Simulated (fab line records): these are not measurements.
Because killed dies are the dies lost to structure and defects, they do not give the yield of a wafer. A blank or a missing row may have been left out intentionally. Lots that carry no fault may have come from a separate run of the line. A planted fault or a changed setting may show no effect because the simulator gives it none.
fab line records	flow n5-finfet	part 1 of 2: steps 1 to 30 of 34
record lots=7	wafers=21	last-day=18
route steps=1938 shown BEOL_M4@1033
lots untouched by any fault: they come from a run of this same line in which no faults occurred
start-h: hours from the record's opening day to when the first of the lot's shown wafers began	wait-h: time in hours since the lot's previous step	" repeats the value in the row above	L1.1+2: a single row standing in for several wafers	- no value present, or no start provided	* or withheld: withheld	< > ~ a bound
route shown NAME@n: NAME is a module with steps in the file, n the number in the route of the first one	usual: average and standard deviation across the fault-free wafers	same: alike in all rows	chamber/n: place in a boat	sites: per-site readings	_std_site: their standard deviation	_edge_site: outer sites' mean less inner sites'	radius-mm: how far each site lies from the wafer's centre	mask NAME#n: copy n	behind: the last tool/chamber to shape the wafer	hold: why the lot went on hold/how many hours it stayed there/how the hold came to an end	device: the transistor (n, p or np) that didn't switch	end of line: the route-end tests of the same wafers	a step without rows: its recipe alone	killed: dies lost to structure and defects at the first sort, not the wafer's yield	map: a wafer's dies, x killed, . not, _ none there
set.NAME: the setting as run; set.NAME@STEP: as run at that earlier step	model.NAME: the simulator's own value behind a step, which no gauge read
a table for each step, a row for each wafer; lots at some steps of the route
services: from which hour (start-h, from the record's first day; less than 0 if before it) a tool's chamber was out of use, for how many hours, and why
## steps
# step N5_BEOL_M4_DEVELOP_10
# recipe develop-time-s=30	developer=TMAH	resist=CAR-EUV	rinse-liquid=surfactant-rinse	dry=air-spin	dev-temp-c=23
# step N5_BEOL_M4_CD_MEAS_11
# recipe target-cd-nm=16.79	landing-energy-ev=500	detector=se-inlens	polarity=opening
# usual cd-nm=16.78/0.23
lot.wafer	tool	chamber	start-h	wait-h	cd-nm
L700.2	cd-sem-03	0	188.38	-	16.72
L700.3	"	0	"	"	16.83
L700.4	"	0	"	"	17.03
L699.2	cd-sem-02	0	189.56	-	16.71
L699.5	"	0	"	"	16.72
L699.6	"	0	"	"	16.32
L701.1	cd-sem-01	0	194.22	-	17.21
L701.2	"	0	"	"	16.92
L701.5	"	0	"	"	16.83
L711.3	cd-sem-02	0	256.60	-	17.02
L711.4	"	0	"	"	16.84
L711.5	"	0	"	"	16.83
L713.4	cd-sem-02	0	258.25	-	16.76
L713.5	"	0	"	"	16.58
L713.6	"	0	"	"	16.62
L714.2	cd-sem-02	0	280.37	-	16.83
L714.3	"	0	"	"	16.93
L714.5	"	0	"	"	16.70
L716.1	cd-sem-01	0	289.84	-	17.04
L716.2	"	0	"	"	16.94
L716.5	"	0	"	"	16.71
# step N5_BEOL_M4_OVL_MEAS_12
# recipe points-per-wafer=522
# usual M4_OVL=-0.3/0.64
lot.wafer	tool	chamber	start-h	wait-h	M4_OVL[nm]
L700.2	overlay-01	0	188.41	0.0	0.1
L700.3	"	0	"	"	0.0
L700.4	"	0	"	"	1.0
L699.2	overlay-02	0	189.60	0.0	-1.0
L699.5	"	0	"	"	-1.4
L699.6	"	0	"	"	0.1
L701.1	overlay-02	0	194.25	0.0	-1.2
L701.2	"	0	"	"	-0.3
L701.5	"	0	"	"	-1.0
L711.3	overlay-01	0	256.64	0.0	-0.4
L711.4	"	0	"	"	-1.0
L711.5	"	0	"	"	-0.2
L713.4	overlay-01	0	258.29	0.0	0.0
L713.5	"	0	"	"	-0.5
L713.6	"	0	"	"	-0.9
L714.2	overlay-01	0	280.41	0.0	-0.6
L714.3	"	0	"	"	-0.7
L714.5	"	0	"	"	-1.2
L716.1	overlay-01	0	289.87	0.0	-0.3
L716.2	"	0	"	"	-0.5
L716.5	"	0	"	"	0.2
# step N5_BEOL_M4_INSPECT_13
# recipe mode=adi	inspect-instrument=brightfield
# usual raw-defect-count=373/82
lot.wafer	tool	chamber	start-h	wait-h	raw-defect-count
L700.2	defect-inspect-01	-	188.46	0.0	323
L700.3	"	-	"	"	330
L700.4	"	-	"	"	400
L699.2	defect-inspect-01	-	189.65	0.0	366
L699.5	"	-	"	"	370
L699.6	"	-	"	"	304
L701.1	defect-inspect-01	-	194.30	0.1	318
L701.2	"	-	"	"	445
L701.5	"	-	"	"	292
L711.3	defect-inspect-02	-	256.69	0.0	413
L711.4	"	-	"	"	406
L711.5	"	-	"	"	418
L713.4	defect-inspect-01	-	258.33	0.0	261
L713.5	"	-	"	"	339
L713.6	"	-	"	"	300
L714.2	defect-inspect-01	-	280.46	0.0	298
L714.3	"	-	"	"	440
L714.5	"	-	"	"	322
L716.1	defect-inspect-01	-	289.92	0.1	614
L716.2	"	-	"	"	466
L716.5	"	-	"	"	250
# step N5_BEOL_M4_DESCUM_16
# recipe chemistry=O2	time-s=7	source-power-w=50	bias-power-w=20	pressure-mtorr=20	rf-frequency-hz=2.712e+07	temp-c=40	resist=CAR-EUV	o2-flow-sccm=225
# step N5_BEOL_M4_ETCH_74
# recipe chemistry=N2/H2	target=underlayer	target-depth-a=65	mask-material=CAR-EUV	time-s=5.2	ion-energy-ev=200	pressure-mtorr=30	source-w=840	bias-w=150	n2-flow-sccm=200	h2-flow-sccm=200	ends=cleared
# usual drypump-motor-current-A=5.8/0.34	etch-rf-on-time-s=5.21/0.091	oes-product-au=0.68/0.062	rf-vpp-V=524/3.1	showerhead-plenum-p-Torr=2.53/0.097	throttle-valve-pct=17.89/0.27
lot.wafer	tool	chamber	start-h	wait-h	drypump-motor-current-A	etch-rf-on-time-s	oes-product-au	rf-hours-counter-h	rf-vpp-V	showerhead-plenum-p-Torr	throttle-valve-pct
L700.2	rie-diel-04	3	188.76	0.0	5.6	5.25	0.71	43	529	2.69	17.83
L700.3	"	0	"	"	5.5	5.07	0.73	76	522	2.47	17.52
L700.4	"	1	"	"	6.2	5.18	0.73	40	528	2.70	17.87
L699.2	rie-diel-03	1	189.72	0.0	6.3	5.13	0.79	12	524	2.50	17.47
L699.5	"	3	"	"	5.9	5.14	0.65	-	521	2.44	18.19
L699.6	"	2	"	"	5.5	5.17	0.66	-	527	2.65	18.16
L701.1	rie-diel-04	2	194.37	0.0	5.6	5.33	0.63	185	526	2.63	18.18
L701.2	"	0	"	"	5.5	5.14	0.71	79	520	2.47	17.52
L701.5	"	1	"	"	6.2	5.28	0.72	-	529	2.70	17.90
L711.3	rie-diel-04	2	256.78	0.0	5.6	5.31	0.62	203	527	2.62	18.25
L711.4	"	1	"	"	6.1	5.27	0.70	58	530	2.69	17.93
L711.5	"	1	"	"	6.2	5.23	0.71	-	529	2.70	17.90
L713.4	rie-diel-03	2	258.40	0.0	5.5	5.24	0.63	172	528	2.64	18.20
L713.5	"	0	"	"	5.1	5.13	0.75	-	523	2.49	17.78
L713.6	"	3	"	"	5.9	5.22	0.62	-	523	2.42	18.23
L714.2	rie-diel-03	1	280.53	0.0	6.4	5.13	0.74	47	523	2.49	17.53
L714.3	"	2	"	"	5.5	5.25	0.63	180	526	2.64	18.19
L714.5	"	3	"	"	5.9	5.21	0.62	-	522	2.42	18.22
L716.1	rie-diel-03	1	290.09	0.0	6.4	5.16	0.72	51	522	2.48	17.53
L716.2	"	3	"	"	5.9	5.18	0.62	206	521	2.42	18.22
L716.5	"	3	"	"	6.0	5.19	0.61	-	520	2.42	18.24
# step N5_BEOL_M4_ETCH_63
# recipe chemistry=CF4	target=SiARC	target-depth-a=156	mask-material=CAR-EUV	time-s=26	ion-energy-ev=80	pressure-mtorr=40	source-w=545	bias-w=36	Ar_flow_sccm=100	cf4-flow-sccm=100	ends=cleared
# usual drypump-motor-current-A=5.8/0.34	etch-rf-on-time-s=26.0/0.48	oes-product-au=0.68/0.062	rf-vpp-V=184.0/1.3	showerhead-plenum-p-Torr=2.14/0.079	throttle-valve-pct=15.64/0.29
lot.wafer	tool	chamber	start-h	wait-h	drypump-motor-current-A	etch-rf-on-time-s	oes-product-au	rf-hours-counter-h	rf-vpp-V	showerhead-plenum-p-Torr	throttle-valve-pct
L700.2	rie-diel-04	3	188.77	0.0	5.6	26.7	0.71	43	186.5	2.27	15.66
L700.3	"	0	"	"	5.5	25.6	0.73	76	184.5	2.09	15.29
L700.4	"	1	"	"	6.2	26.4	0.73	40	184.8	2.27	15.52
L699.2	rie-diel-03	1	189.73	0.0	6.3	25.5	0.80	12	184.1	2.10	15.19
L699.5	"	3	"	"	5.9	25.6	0.65	-	182.0	2.06	15.84
L699.6	"	2	"	"	5.5	25.7	0.65	-	184.4	2.22	15.96
L701.1	rie-diel-04	2	194.39	0.0	5.6	26.6	0.64	185	183.5	2.21	16.03
L701.2	"	0	"	"	5.5	25.2	0.73	79	183.4	2.09	15.29
L701.5	"	1	"	"	6.2	26.4	0.72	-	186.1	2.27	15.52
L711.3	rie-diel-04	2	256.80	0.0	5.6	26.6	0.62	203	184.7	2.21	16.09
L711.4	"	1	"	"	6.2	26.5	0.70	58	186.4	2.26	15.56
L711.5	"	1	"	"	6.2	26.5	0.70	-	186.5	2.26	15.56
L713.4	rie-diel-03	2	258.42	0.0	5.5	25.9	0.64	172	185.2	2.22	15.99
L713.5	"	0	"	"	5.1	25.5	0.76	-	184.3	2.09	15.47
L713.6	"	3	"	"	5.9	25.7	0.64	-	183.5	2.05	15.89
L714.2	rie-diel-03	1	280.55	0.0	6.3	25.7	0.74	47	183.7	2.09	15.27
L714.3	"	2	"	"	5.4	25.9	0.63	180	184.4	2.21	16.02
L714.5	"	3	"	"	5.9	26.0	0.63	-	182.6	2.05	15.90
L716.1	rie-diel-03	1	290.10	0.0	6.3	25.8	0.74	51	182.6	2.09	15.25
L716.2	"	3	"	"	5.9	26.1	0.62	206	182.0	2.05	15.92
L716.5	"	3	"	"	5.9	25.9	0.62	-	183.0	2.05	15.91
# step N5_BEOL_M4_ETCH_64
# recipe chemistry=N2/H2	target=SOC	target-depth-a=750	overetch-a=225	mask-material=SiARC	temp-c=40	time-s=121.9	ion-energy-ev=200	pressure-mtorr=30	source-w=840	bias-w=150	n2-flow-sccm=200	h2-flow-sccm=200
# step N5_BEOL_M4_STRIP_65
# recipe chemistry=N2/H2	temp-c=40	n2-flow-sccm=200	h2-flow-sccm=200	rf-frequency-hz=6e+07
# step N5_BEOL_M4_STRIP_75
# recipe chemistry=N2/H2	temp-c=40	n2-flow-sccm=200	h2-flow-sccm=200	rf-frequency-hz=6e+07
# step N5_BEOL_M4_STRIP_66
# recipe chemistry=CF4	resist=SiARC	power-w=300	bias-power-w=75	pressure-mtorr=50	cf4-flow-sccm=150	rf-frequency-hz=6e+07
# usual bias-power-w=75.01/0.24	cf4-flow-sccm=150.0/0.44	drypump-motor-current-A=5.8/0.34	oes-product-au=0.79/0.067	rf-vpp-V=270.9/1.7	showerhead-plenum-p-Torr=1.79/0.063	throttle-valve-pct=13.61/0.29
lot.wafer	tool	chamber	start-h	wait-h	bias-power-w	cf4-flow-sccm	drypump-motor-current-A	oes-product-au	rf-hours-counter-h	rf-vpp-V	showerhead-plenum-p-Torr	throttle-valve-pct
L700.2	rie-diel-04	3	188.93	0.0	75.04	149.4	5.6	0.83	43	274.1	1.90	13.58
L700.3	"	0	"	"	74.88	149.9	5.5	0.83	76	269.4	1.75	13.28
L700.4	"	1	"	"	74.78	150.2	6.2	0.84	40	273.5	1.90	13.44
L699.2	rie-diel-03	1	189.89	0.0	75.00	150.5	6.3	0.92	12	271.3	1.76	13.15
L699.5	"	3	"	"	75.25	150.8	5.9	0.75	-	269.6	1.73	13.82
L699.6	"	2	"	"	75.35	150.2	5.5	0.75	-	270.8	1.86	13.93
L701.1	rie-diel-04	2	194.55	0.0	75.08	149.5	5.6	0.74	185	272.5	1.85	14.03
L701.2	"	0	"	"	74.72	150.2	5.5	0.82	79	269.0	1.75	13.27
L701.5	"	1	"	"	75.22	150.3	6.2	0.85	-	272.2	1.90	13.44
L711.3	rie-diel-04	2	256.96	0.0	74.95	149.9	5.6	0.73	203	272.8	1.85	14.06
L711.4	"	1	"	"	74.99	149.9	6.2	0.82	58	273.6	1.89	13.48
L711.5	"	1	"	"	75.13	149.9	6.1	0.82	-	272.4	1.89	13.48
L713.4	rie-diel-03	2	258.58	0.0	75.08	149.9	5.5	0.73	172	272.9	1.86	13.95
L713.5	"	0	"	"	74.91	149.1	5.1	0.86	-	269.7	1.76	13.42
L713.6	"	3	"	"	75.04	149.7	5.9	0.74	-	269.6	1.72	13.87
L714.2	rie-diel-03	1	280.71	0.0	75.21	149.7	6.3	0.84	47	269.4	1.76	13.24
L714.3	"	2	"	"	75.32	149.6	5.5	0.73	180	273.8	1.85	13.97
L714.5	"	3	"	"	74.61	149.8	5.9	0.73	-	267.8	1.72	13.89
L716.1	rie-diel-03	1	290.26	0.0	75.12	150.0	6.3	0.84	51	270.4	1.75	13.24
L716.2	"	3	"	"	74.52	149.5	5.9	0.72	206	268.6	1.72	13.89
L716.5	"	3	"	"	74.73	149.5	5.9	0.73	-	268.6	1.72	13.91
# step N5_BEOL_M4_HM_OPEN_17
# recipe chemistry=Cl2/BCl3	target-depth-a=200	overetch-a=60	target=TiN	mask-material=SOC	ion-energy-ev=150	pressure-mtorr=10	icp-w=1000	bias-w=126	Cl2_flow_sccm=53.25	bcl3-flow-sccm=21.75	Ar_flow_sccm=25
# step N5_BEOL_M4_STRIP_19
# recipe chemistry=O2	power-w=400	temp-c=40	pressure-mtorr=30	rf-frequency-hz=6e+07	bias-power-w=0	overash-fraction=0.2	o2-flow-sccm=225
# usual bias-power-w=0/0	chamber-pressure-mTorr=30.003/0.027	drypump-motor-current-A=5.8/0.35	oes-product-au=0.79/0.077	rf-vpp-V=3.6/0.5	showerhead-plenum-p-Torr=2.08/0.075	throttle-valve-pct=16.67/0.27
lot.wafer	tool	chamber	start-h	wait-h	bias-power-w	chamber-pressure-mTorr	drypump-motor-current-A	oes-product-au	rf-hours-counter-h	rf-vpp-V	showerhead-plenum-p-Torr	throttle-valve-pct	model.SOC_of_BEOL_M4_COAT_61.thk-nm
L700.2	rie-diel-04	0	189.15	0.1	-	-	-	-	-	-	-	-	52
L700.3	"	1	"	"	-	-	-	-	-	-	-	-	52.2
L700.4	"	3	"	"	-	-	-	-	-	-	-	-	52
L699.2	rie-diel-03	3	190.10	0.1	-	-	-	-	-	-	-	-	52.4
L699.5	"	0	"	"	-	-	-	-	-	-	-	-	52
L699.6	"	3	"	"	-	-	-	-	-	-	-	-	52
L701.1	rie-diel-04	3	194.70	0.1	-	-	-	-	-	-	-	-	52.2
L701.2	"	0	"	"	-	-	-	-	-	-	-	-	52.2
L701.5	"	1	"	"	-	-	-	-	-	-	-	-	52.2
L711.3	rie-diel-03	0	257.17	0.1	0	30.036	5.1	0.89	30	3.4	2.04	16.48	0
L711.4	"	3	"	"	0	30.023	5.9	0.73	194	3.9	2.00	16.92	0
L711.5	"	1	"	"	0	30.034	6.3	0.89	-	3.4	2.04	16.28	0
L713.4	rie-diel-01	3	258.73	0.1	0	30.007	5.7	0.74	152	3.6	2.01	16.91	0
L713.5	"	3	"	"	0	30.004	5.7	0.75	-	3.7	2.01	16.90	0
L713.6	"	2	"	"	0	30.017	6.2	0.69	-	3.6	2.07	16.70	0
L714.2	rie-diel-01	2	280.89	0.1	0	30.000	6.2	0.68	247	3.6	2.07	16.72	0
L714.3	"	0	"	"	0	29.966	6.0	0.79	138	3.7	2.02	16.46	0
L714.5	"	0	"	"	0	29.938	6.1	0.78	-	3.2	2.02	16.46	0
L716.1	rie-diel-04	1	290.56	0.2	0	30.005	6.2	0.82	70	2.8	2.20	16.57	0
L716.2	"	3	"	"	0	30.013	5.6	0.79	74	4.0	2.21	16.76	0
L716.5	"	0	"	"	0	30.004	5.5	0.82	-	2.9	2.03	16.42	0
# step N5_BEOL_M4_CD_MEAS_18
# recipe pitch-nm=36	target-cd-nm=18
# usual cd-nm=17.95/0.28
lot.wafer	tool	chamber	start-h	wait-h	cd-nm
L700.2	cd-sem-02	-	189.22	0.1	17.66
L700.3	"	-	"	"	17.85
L700.4	"	-	"	"	18.29
L699.2	cd-sem-01	-	190.17	0.1	18.12
L699.5	"	-	"	"	18.25
L699.6	"	-	"	"	18.34
L701.1	cd-sem-02	-	194.77	0.0	17.50
L701.2	"	-	"	"	18.06
L701.5	"	-	"	"	17.94
L711.3	cd-sem-02	-	257.26	0.1	18.26
L711.4	"	-	"	"	18.05
L711.5	"	-	"	"	17.90
L713.4	cd-sem-01	-	258.80	0.1	17.89
L713.5	"	-	"	"	17.84
L713.6	"	-	"	"	18.26
L714.2	cd-sem-03	-	280.96	0.1	18.01
L714.3	"	-	"	"	17.80
L714.5	"	-	"	"	18.18
L716.1	cd-sem-02	-	290.63	0.0	18.28
L716.2	"	-	"	"	17.98
L716.5	"	-	"	"	18.02
# step N5_BEOL_M4_COAT_67
# recipe resist=SOC	temp-c=250	time-s=60	spin-rpm=1500	resist-thk-nm=60
# step N5_BEOL_M4_COAT_68
# recipe resist=SiARC	temp-c=220	time-s=60	spin-rpm=1500	resist-thk-nm=12
# step N5_BEOL_M4_COAT_76
# recipe resist=underlayer	temp-c=205	time-s=60	spin-rpm=1500	resist-thk-nm=5
# step N5_BEOL_M4_COAT_22
# recipe resist=CAR-EUV	spin-rpm=1500	resist-thk-nm=30
# step N5_BEOL_M4_EBR_24
# recipe solvent=PGMEA	ebr-width-mm=1.5
# step N5_BEOL_M4_SOFTBAKE_23
# recipe temp-c=110	time-s=60	resist=CAR-EUV
# step N5_BEOL_M4_EXPOSE_25
# recipe mask-id=V3	na=0.33	source-shape=quasar	sigma-inner=0.2	sigma-outer=0.8	polarization=unpolarized	defocus-nm=5	dose-mj=63
# step N5_BEOL_M4_PEB_26
# recipe peb-temp-c=100	peb-time-s=60	resist=CAR-EUV
# step N5_BEOL_M4_DEVELOP_27
# recipe develop-time-s=30	developer=TMAH	resist=CAR-EUV	rinse-liquid=surfactant-rinse	dry=air-spin	dev-temp-c=23
# step N5_BEOL_M4_CD_MEAS_28
# recipe target-cd-nm=26.2	landing-energy-ev=500	detector=se-inlens	target-cd-y-nm=24.1	polarity=opening
# usual cd-nm=26.20/0.23
lot.wafer	tool	chamber	start-h	wait-h	cd-nm
L700.2	cd-sem-02	0	189.67	-	26.17
L700.3	"	0	"	"	25.69
L700.4	"	0	"	"	26.14
L699.2	cd-sem-03	0	190.49	-	25.86
L699.5	"	0	"	"	25.97
L699.6	"	0	"	"	26.13
L701.1	cd-sem-01	0	195.22	-	26.22
L701.2	"	0	"	"	26.27
L701.5	"	0	"	"	26.79
L711.3	cd-sem-01	0	257.58	-	26.11
L711.4	"	0	"	"	26.33
L711.5	"	0	"	"	26.65
L713.4	cd-sem-01	0	259.25	-	26.37
L713.5	"	0	"	"	26.05
L713.6	"	0	"	"	26.29
L714.2	cd-sem-03	0	281.40	-	26.04
L714.3	"	0	"	"	26.23
L714.5	"	0	"	"	26.34
L716.1	cd-sem-02	0	290.95	-	25.78
L716.2	"	0	"	"	25.92
L716.5	"	0	"	"	26.05
# step N5_BEOL_M4_OVL_MEAS_29
# recipe points-per-wafer=522
# usual V3_OVL=-0.1/0.6
lot.wafer	tool	chamber	start-h	wait-h	V3_OVL[nm]
L700.2	overlay-02	0	189.70	0.0	0.0
L700.3	"	0	"	"	0.0
L700.4	"	0	"	"	0.0
L699.2	overlay-01	0	190.53	0.0	-2.4
L699.5	"	0	"	"	-0.9
L699.6	"	0	"	"	-1.7
L701.1	overlay-01	0	195.25	0.0	-1.3
L701.2	"	0	"	"	-0.9
L701.5	"	0	"	"	-0.9
L711.3	overlay-01	0	257.62	0.0	0.8
L711.4	"	0	"	"	-0.2
L711.5	"	0	"	"	-0.3
L713.4	overlay-01	0	259.29	0.0	-0.5
L713.5	"	0	"	"	0.4
L713.6	"	0	"	"	-0.6
L714.2	overlay-02	0	281.44	0.0	1.1
L714.3	"	0	"	"	0.4
L714.5	"	0	"	"	-0.4
L716.1	overlay-02	0	290.98	0.0	-0.6
L716.2	"	0	"	"	-0.7
L716.5	"	0	"	"	-1.2
# step N5_BEOL_M4_INSPECT_30
# recipe mode=adi	inspect-instrument=brightfield
# usual raw-defect-count=378/80
lot.wafer	tool	chamber	start-h	wait-h	raw-defect-count
L700.2	defect-inspect-01	-	189.75	0.0	301
L700.3	"	-	"	"	294
L700.4	"	-	"	"	384
L699.2	defect-inspect-01	-	190.58	0.0	314
L699.5	"	-	"	"	350
L699.6	"	-	"	"	267
L701.1	defect-inspect-01	-	195.30	0.1	312
L701.2	"	-	"	"	436
L701.5	"	-	"	"	268
L711.3	defect-inspect-02	-	257.66	0.0	419
L711.4	"	-	"	"	422
L711.5	"	-	"	"	429
L713.4	defect-inspect-01	-	259.33	0.0	260
L713.5	"	-	"	"	335
L713.6	"	-	"	"	281
L714.2	defect-inspect-01	-	281.49	0.0	303
L714.3	"	-	"	"	427
L714.5	"	-	"	"	319
L716.1	defect-inspect-02	-	291.04	0.1	677
L716.2	"	-	"	"	516
L716.5	"	-	"	"	295
# step N5_BEOL_M4_DESCUM_33
# recipe chemistry=O2	time-s=7	source-power-w=50	bias-power-w=20	pressure-mtorr=20	rf-frequency-hz=2.712e+07	temp-c=40	resist=CAR-EUV	o2-flow-sccm=225
# step N5_BEOL_M4_ETCH_77
# recipe chemistry=N2/H2	target=underlayer	target-depth-a=65	mask-material=CAR-EUV	time-s=5.2	ion-energy-ev=200	pressure-mtorr=30	source-w=840	bias-w=150	n2-flow-sccm=200	h2-flow-sccm=200	ends=cleared
# step N5_BEOL_M4_ETCH_69
# recipe chemistry=CF4	target=SiARC	target-depth-a=156	mask-material=CAR-EUV	time-s=26	ion-energy-ev=80	pressure-mtorr=40	source-w=545	bias-w=36	Ar_flow_sccm=100	cf4-flow-sccm=100	ends=cleared
# step N5_BEOL_M4_ALD_98
# recipe material=SiO2	target-thk-a=25	temp-c=100	ald-precursor-family=BDEAS	ald-co-reactant=O2-plasma	pulse-time-s=1	co-reactant-pulse-time-s=1	purge-time-s=2	co-reactant-purge-time-s=2	ald-cycles=17	pressure-torr=2
# usual heater-power-w=82/12	precursor-pulse-height-rel=1.000/0.02
lot.wafer	tool	chamber	start-h	wait-h	heater-power-w	precursor-pulse-height-rel
L700.2	ald-sin-02	3	190.79	0.7	88	1.010
L700.3	"	0	"	"	75	0.966
L700.4	"	2	"	"	70	0.967
L699.2	ald-sin-01	2	191.21	0.5	93	0.996
L699.5	"	3	"	"	83	0.985
L699.6	"	2	"	"	98	0.980
L701.1	ald-sin-01	2	195.89	0.5	98	0.984
L701.2	"	3	"	"	83	1.012
L701.5	"	2	"	"	99	1.014
L711.3	ald-sin-02	2	258.35	0.6	70	1.000
L711.4	"	1	"	"	67	0.971
L711.5	"	3	"	"	92	1.008
L713.4	ald-sin-02	1	259.50	0.1	65	0.971
L713.5	"	0	"	"	75	0.991
L713.6	"	1	"	"	64	1.011
L714.2	ald-sin-02	0	281.96	0.4	75	0.989
L714.3	"	2	"	"	68	1.000
L714.5	"	1	"	"	66	1.019
L716.1	ald-sin-01	1	291.22	0.1	97	0.998
L716.2	"	0	"	"	69	1.012
L716.5	"	1	"	"	93	0.983
## key
first-sign step=N5_BEOL_M4_STRIP_19	reading=tool-record	direction=missing
effect step=N5_BEOL_M4_OVL_MEAS_29	reading=V3_OVL	direction=down	sigmas=1.3	usual=-0.1	struck=-0.9	wafers-moved=2
effect step=N5_BEOL_M4_ETCH_70	reading=oes-product-au	direction=up	sigmas=3.7	usual=0.57	struck=0.76
model-effect step=N5_BEOL_M4_STRIP_19	value=SOC_of_BEOL_M4_COAT_61.thk-nm	without=0	struck=52.13
model-effect step=N5_BEOL_M4_ETCH_70	value=etch.depth-nm	without=60.06	struck=104.5
met-at N5_BEOL_M4_STRIP_19
struck-wafers L699.2,L699.5,L699.6,L700.2,L700.3,L700.4,L701.1,L701.2,L701.5
later-rows-left-out L699.2,L699.5,L699.6,L700.2,L700.3,L700.4,L701.1,L701.2,L701.5
sort-left-out L699.2,L699.5,L699.6,L700.2,L700.3,L700.4,L701.1,L701.2,L701.5
fault kind=skipped-step-whole	tool=rie-diel-03,rie-diel-04	chamber=-	onset-h=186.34	steps=N5_BEOL_M4_STRIP_19	scope=struck-lots-only
# sort-left-out: the simulated sort isn't trusted on such a fault, so these wafers' sort isn't shown, and their yield isn't known
# later-rows-left-out: the simulator's readings of these wafers behind a module that went badly wrong aren't trusted and aren't shown, but for the sort
